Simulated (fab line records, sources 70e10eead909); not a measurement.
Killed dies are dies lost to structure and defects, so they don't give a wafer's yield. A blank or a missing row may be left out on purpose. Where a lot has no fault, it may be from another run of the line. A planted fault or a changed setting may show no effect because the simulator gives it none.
fab line records -- flow nand-harc -- part 2 of 2: steps 18 to 29 of 29
record: lots: 5, wafers: 15, last-day: 33
route steps=1302 shown A_STAIRCASE@697
lots that met no fault: from a run of the same line without faults
start-h: the number of hours between the record's first day and the start of the first shown wafer of the lot -- wait-h: time in hours since the lot's previous step -- " unchanged from the row above -- L1.1+2: a row that stands for several wafers -- - value missing, or start not given -- * or withheld: withheld -- < > ~ a bound
route shown NAME@n: names a module that has steps shown in the file, with the first one's number in the route -- usual: mean and standard deviation over wafers with no fault -- same: alike in all rows -- chamber/n: place in a boat -- sites: readings site by site -- _std_site: standard deviation of those values -- _edge_site: outer sites' mean less inner sites' -- radius-mm: how far each site lies from the wafer's centre -- mask NAME#n: copy n -- behind: tool/chamber where the wafer was last shaped -- hold: why the lot went on hold/how many hours it stayed there/how the hold came to an end -- device: the transistor (n, p or np) that didn't switch -- end of line: the route-end tests of the same wafers -- a step without rows: its recipe alone -- killed: count of dies lost to structure and defects at first sort (not the wafer's yield) -- map: the dies of a wafer, with x for killed, . for not killed, _ for no die there
set.NAME: the run value of the setting; set.NAME@STEP: its run value at that earlier step -- model.NAME: the simulator's own value behind a step, which no gauge read
a table for each step, a row for each wafer; lots at some steps of the route
services: a tool's chamber out of use, with start hour (start-h, from the record's first day; less than 0 if before it), hours out, and reason
== steps ==
step: NHARC_A_STAIRCASE_TRIM_202
recipe: time-s: 211.2, o2-flow-sccm: 500, ar-flow-sccm: 0, bias-w: 0, chemistry: O2
usual: drypump-motor-current-A: 6.13/0.25, oes-product-au: 0.999/0.0095, rf-vpp-V: 57.8/0.89, showerhead-plenum-p-Torr: 3.53/0.17, throttle-valve-pct: 17.036/0.0089
lot.wafer,tool,chamber,start-h,wait-h,drypump-motor-current-A,oes-product-au,rf-hours-counter-h,rf-vpp-V,showerhead-plenum-p-Torr,throttle-valve-pct
L080.4,rie-diel-08,1,-,-,5.93,1.003,17,56.5,3.76,17.030
L080.1,rie-diel-08,2,-,-,6.36,0.982,15,57.6,3.80,17.026
L080.2,rie-diel-08,3,-,-,6.30,0.981,13,59.4,3.40,17.037
L088.2,rie-diel-05,3,-,-,6.39,0.990,30,57.6,3.79,17.035
L088.4,rie-diel-05,1,-,-,6.08,0.982,29,57.3,3.42,17.028
L088.3,rie-diel-05,2,-,-,6.12,0.992,31,58.4,3.37,17.040
L090.2,rie-diel-09,3,-,-,6.00,0.999,5,58.8,3.64,17.044
L090.3,rie-diel-09,1,-,-,5.56,1.000,3,56.9,3.71,17.044
L090.5,rie-diel-09,3,-,-,5.99,0.986,-,56.5,3.64,17.029
L092.1,rie-diel-05,2,-,-,6.11,0.989,42,58.3,3.36,17.060
L092.3,rie-diel-05,3,-,-,6.40,1.006,43,58.9,3.78,17.028
L092.6,rie-diel-05,0,-,-,5.83,1.001,-,58.7,3.45,17.035
L096.2,rie-diel-08,2,-,-,6.31,0.995,8,58.2,3.77,17.016
L096.3,rie-diel-08,3,-,-,6.31,1.001,10,55.9,3.37,17.036
L096.5,rie-diel-08,2,-,-,6.32,1.007,-,58.3,3.77,17.044
step: NHARC_A_STAIRCASE_ETCH_203
recipe: target-depth-a: 1000, time-s: 40.5, ion-energy-ev: 400, c4f8-flow-sccm: 20, o2-flow-sccm: 10, ar-flow-sccm: withheld, rf-w: 600, bias-w: 1000, chemistry: C4F8/O2
usual: oes-product-au: 0.943/0.0095, rf-vpp-V: 896/6.3
lot.wafer,tool,chamber,start-h,wait-h,oes-product-au,rf-hours-counter-h,rf-vpp-V
L080.2,rie-diel-08,0,-,-,0.938,16,897
L080.4,rie-diel-08,2,-,-,0.945,15,908
L080.1,rie-diel-08,3,-,-,0.931,13,891
L088.4,rie-diel-05,0,-,-,0.957,19,894
L088.2,rie-diel-05,1,-,-,0.950,29,891
L088.3,rie-diel-05,2,-,-,0.947,31,889
L090.3,rie-diel-09,0,-,-,0.943,3,888
L090.2,rie-diel-09,1,-,-,0.946,3,903
L090.5,rie-diel-09,2,-,-,0.929,-,889
L092.3,rie-diel-05,1,-,-,0.940,42,892
L092.1,rie-diel-05,3,-,-,0.942,43,905
L092.6,rie-diel-05,1,-,-,0.931,-,892
L096.2,rie-diel-08,2,-,-,0.944,8,905
L096.3,rie-diel-08,3,-,-,0.960,10,890
L096.5,rie-diel-08,2,-,-,0.942,-,904
step: NHARC_A_STAIRCASE_STRIP_205
recipe: power-w: 1500, temp-c: 250, chemistry: O2
usual: drypump-motor-current-A: 6.1/0.58, heater-power-w: 358/32, rf-refl-power-W: 21/7.8
lot.wafer,tool,chamber,start-h,wait-h,drypump-motor-current-A,heater-power-w,rf-hours-counter-h,rf-refl-power-W
L080.1,plasma-asher-02,1,421.47,0.1,6.3,308,36,34
L080.2,plasma-asher-02,0,421.47,0.1,5.1,350,36,15
L080.4,plasma-asher-02,0,421.47,0.1,5.1,355,-,15
L088.2,plasma-asher-02,1,501.24,0.1,6.3,292,14,-
L088.3,plasma-asher-02,1,501.24,0.1,6.3,302,-,-
L088.4,plasma-asher-02,0,501.24,0.1,5.1,364,-,-
L090.2,plasma-asher-01,1,514.13,0.1,6.4,366,32,18
L090.3,plasma-asher-01,0,514.13,0.1,6.6,388,-,16
L090.5,plasma-asher-01,0,514.13,0.1,6.6,375,-,18
L092.1,plasma-asher-02,1,531.38,0.1,6.3,306,23,35
L092.3,plasma-asher-02,1,531.38,0.1,6.3,302,-,35
L092.6,plasma-asher-02,0,531.38,0.1,5.1,349,-,16
L096.2,plasma-asher-01,0,582.57,0.3,6.7,383,11,17
L096.3,plasma-asher-01,1,582.57,0.3,6.4,396,-,17
L096.5,plasma-asher-01,0,582.57,0.3,6.7,370,-,17
step: NHARC_A_STAIRCASE_STRIP_206
recipe: time-s: 900, temp-c: 130, chemistry: SPM
usual: bath-guard-temp-C: 130.1/0.59
lot.wafer,tool,chamber,start-h,wait-h,bath-guard-temp-C
L080.1,wet-bench-06,6,421.82,0.3,129.4
L080.4,wet-bench-06,7,421.82,0.3,131.1
L080.2,wet-bench-06,2,421.82,0.3,130.9
L088.3,wet-bench-06,0,501.60,0.2,130.9
L088.4,wet-bench-06,2,501.60,0.2,130.9
L088.2,wet-bench-06,4,501.60,0.2,129.4
L090.5,wet-bench-04,4,514.45,0.1,130.7
L090.2,wet-bench-04,5,514.45,0.1,129.4
L090.3,wet-bench-04,7,514.45,0.1,128.7
L092.6,wet-bench-04,6,531.75,0.1,130.3
L092.3,wet-bench-04,7,531.75,0.1,129.2
L092.1,wet-bench-04,0,531.75,0.1,129.9
L096.5,wet-bench-07,1,582.93,0.1,129.9
L096.3,wet-bench-07,2,582.93,0.1,129.6
L096.2,wet-bench-07,5,582.93,0.1,130.8
step: NHARC_A_STAIRCASE_PRECLEAN_207
recipe: time-s: *, temp-c: 50, bath-age-min: 0, chemistry: SC1
usual: bath-guard-temp-C: 50.1/0.6, h2o2-flow-mL-min: 56.60/0.19, sc1-h2o2-end-mol-l: 0.3698/0.00063
lot.wafer,tool,chamber,start-h,wait-h,bath-guard-temp-C,h2o2-flow-mL-min,sc1-h2o2-end-mol-l
L080.1,wet-bench-06,6,-,-,49.1,56.64,0.3700
L080.4,wet-bench-06,7,-,-,50.8,56.67,0.3688
L080.2,wet-bench-06,2,-,-,51.1,56.74,0.3690
L088.3,wet-bench-06,0,-,-,50.5,56.60,0.3692
L088.4,wet-bench-06,2,-,-,50.7,56.48,0.3691
L088.2,wet-bench-06,4,-,-,49.7,56.54,0.3695
L090.5,wet-bench-04,4,-,-,50.1,56.40,0.3697
L090.2,wet-bench-04,5,-,-,49.3,56.72,0.3693
L090.3,wet-bench-04,7,-,-,49.2,56.55,0.3689
L092.6,wet-bench-04,6,-,-,50.2,56.56,0.3692
L092.3,wet-bench-04,7,-,-,48.8,56.53,0.3697
L092.1,wet-bench-04,0,-,-,49.8,56.57,0.3700
L096.5,wet-bench-07,1,-,-,49.9,56.49,0.3702
L096.3,wet-bench-07,2,-,-,49.5,56.71,0.3698
L096.2,wet-bench-07,5,-,-,50.9,56.88,0.3693
step: NHARC_A_STAIRCASE_SRD_208
lot.wafer,tool,chamber,start-h,wait-h
L080.1+4+2,wet-bench-06,"6,7,2",-,-
L088.3+4+2,wet-bench-06,"0,2,4",-,-
L090.5+2+3,wet-bench-04,"4,5,7",-,-
L092.6+3+1,wet-bench-04,"6,7,0",-,-
L096.5+3+2,wet-bench-07,"1,2,5",-,-
step: NHARC_A_STAIRCASE_DEHYDRATE_209
recipe: temp-c: 150, time-s: 120
lot.wafer,tool,chamber,start-h,wait-h
L080.1+2+4,litho-track-05,0,422.27,-
L088.2+3+4,litho-track-07,0,502.04,-
L090.2+3+5,litho-track-02,0,514.88,-
L092.1+3+6,litho-track-02,0,532.20,-
L096.2+3+5,litho-track-05,0,583.38,-
step: NHARC_A_STAIRCASE_HMDS_210
recipe: time-s: 30
lot.wafer,tool,chamber,start-h,wait-h
L080.1+2+4,litho-track-05,0,-,-
L088.2+3+4,litho-track-07,0,-,-
L090.2+3+5,litho-track-02,0,-,-
L092.1+3+6,litho-track-02,0,-,-
L096.2+3+5,litho-track-05,0,-,-
step: NHARC_A_STAIRCASE_COAT_211
recipe: spin-rpm: 1200
lot.wafer,tool,chamber,start-h,wait-h
L080.1+2+4,litho-track-05,0,-,-
L088.2+3+4,litho-track-07,0,-,-
L090.2+3+5,litho-track-02,0,-,-
L092.1+3+6,litho-track-02,0,-,-
L096.2+3+5,litho-track-05,0,-,-
step: NHARC_A_STAIRCASE_SOFTBAKE_212
recipe: temp-c: 135, time-s: 170
lot.wafer,tool,chamber,start-h,wait-h
L080.1+2+4,litho-track-05,0,-,-
L088.2+3+4,litho-track-07,0,-,-
L090.2+3+5,litho-track-02,0,-,-
L092.1+3+6,litho-track-02,0,-,-
L096.2+3+5,litho-track-05,0,-,-
step: NHARC_A_STAIRCASE_EBR_213
lot.wafer,tool,chamber,start-h,wait-h
L080.1+2+4,litho-track-05,0,-,-
L088.2+3+4,litho-track-07,0,-,-
L090.2+3+5,litho-track-02,0,-,-
L092.1+3+6,litho-track-02,0,-,-
L096.2+3+5,litho-track-05,0,-,-
step: NHARC_A_STAIRCASE_EXPOSE_214
recipe: na: 0.5, dose-mj: 31.26, mask-id: STAIR_3
lot.wafer,tool,chamber,start-h,wait-h,mask
L080.1+2+4,krf-scanner-04,0,422.60,-,STAIR_3#0
L088.2+3+4,krf-scanner-04,0,502.38,-,STAIR_3#0
L090.2+3+5,krf-scanner-03,0,515.10,-,STAIR_3#0
L092.1+3+6,krf-scanner-04,0,532.53,-,STAIR_3#0
L096.2+3+5,krf-scanner-01,0,583.71,-,STAIR_3#0
== services ==
tool,chamber,start-h,hours,kind
krf-scanner-03,-,396.01,4.0,pm
litho-track-02,-,402.00,7.0,pm
wet-bench-04,-,403.21,8.0,pm
rie-diel-05,-,406.94,9.0,pm
rie-diel-08,3,412.08,4.3,repair
litho-track-07,-,426.00,7.0,pm
plasma-asher-02,-,426.00,9.0,pm
rie-diel-05,1,427.45,4.4,repair
rie-diel-05,0,450.35,27.5,repair
krf-scanner-01,-,464.67,1.4,repair
litho-track-05,-,474.00,7.0,pm
wet-bench-07,-,480.33,2.7,repair
rie-diel-08,1,488.52,14.4,repair
rie-diel-09,-,498.03,9.0,pm
wet-bench-06,-,504.98,86.9,repair
wet-bench-07,-,512.00,8.0,pm
plasma-asher-01,-,519.15,9.0,pm
krf-scanner-04,-,524.74,0.3,repair
krf-scanner-04,-,526.00,4.0,pm
rie-diel-09,1,527.53,4.6,repair
plasma-asher-01,-,529.12,5.2,repair
rie-diel-08,-,547.21,9.0,pm
litho-track-02,-,577.00,7.0,pm
wet-bench-04,-,579.21,8.0,pm
